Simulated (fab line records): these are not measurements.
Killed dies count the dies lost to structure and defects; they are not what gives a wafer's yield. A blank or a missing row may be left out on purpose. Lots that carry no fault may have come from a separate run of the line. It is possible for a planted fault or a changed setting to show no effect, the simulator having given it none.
Code-filled problem report in 8D (eight disciplines) form :: flow n5_finfet :: the parts of the form that need people (team, actions taken, sign-off) are left out

## 1. THE PROBLEM
At N5_BEOL_M9_COAT_75, spin_speed_rpm averages 1433.3 rpm over 6 wafers from 2 lots, while fault-free wafers read 1500.1 rpm, standard deviation 1. That puts it -67 standard deviations away from the usual mean.
The step: time 60 s, resist thk 5 nm.
The first sign was on wafer L531.2 at day 14 16:22, on litho_track-01. At this step, 12 wafers from 4 lots have a number in the record. The rule behind "out" and "out of limits": a value lying over 4 standard deviations away from the usual mean. All remaining wafers that have a number are taken as sound.

## 2. WHAT IT IS, AND WHAT IT ISN'T
question: which readings at this step
is: spin_speed_rpm
is not: -

question: which lots
is: L531, L532
is not: L515, L535

question: which wafers of those lots
is: all that have a number
is not: -

question: read on which tools
is: litho_track-01
is not: litho_track-04

question: when
is: from day 14 16:22
is not: up to then (3 sound wafers); but 3 sound wafers of L535 came after

## 3. WHAT RULES OUT EACH SUSPECT
Counting: any tool at a process step up to the reading is kept as a suspect provided that every lot that is out went through it and no sound lot did after the first of them.
- litho_track-01 at N5_BEOL_M9_COAT_75 (time 60 s, resist thk 5 nm): kept. It ran every lot that is out, first L531 (day 14 16:22), and no sound lot after that; its last sound lot up to then is L515 (day 10 23:06). Its own spin_speed_rpm readings are out on those wafers.
After counting, what remains is litho_track-01 at N5_BEOL_M9_COAT_75.

## 4. THE CAUSE (what the simulator had put in)
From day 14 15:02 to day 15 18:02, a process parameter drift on litho_track-01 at N5_BEOL_M9_COAT_75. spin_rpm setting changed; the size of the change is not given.
The count eliminated every tool but this one.

## 5. THE EFFECT CHAIN, in route order
Each row: a reading where the mean over the struck wafers with a number is more than 3 standard deviations away from the usual. Readings are gone through only where the record gives a usual standard deviation; hours: the median, over the lots, of the time from a lot's start at the first step in this table giving one to that lot's start at this step; sigmas: the change measured in usual standard deviations.
hours: 0
step: N5_BEOL_M9_COAT_75
reading: spin_speed_rpm
usual: 1500.1 rpm
on struck wafers: 1433.3
change: -66.8
sigmas: -67
The process steps in it:
- N5_BEOL_M9_COAT_75: time 60 s, resist thk 5 nm.

## 6. HOW IT WOULD HAVE BEEN CAUGHT EARLIER
In this record the first reading out of limits was taken at day 14 16:22, 1 hour after the fault began at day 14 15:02.
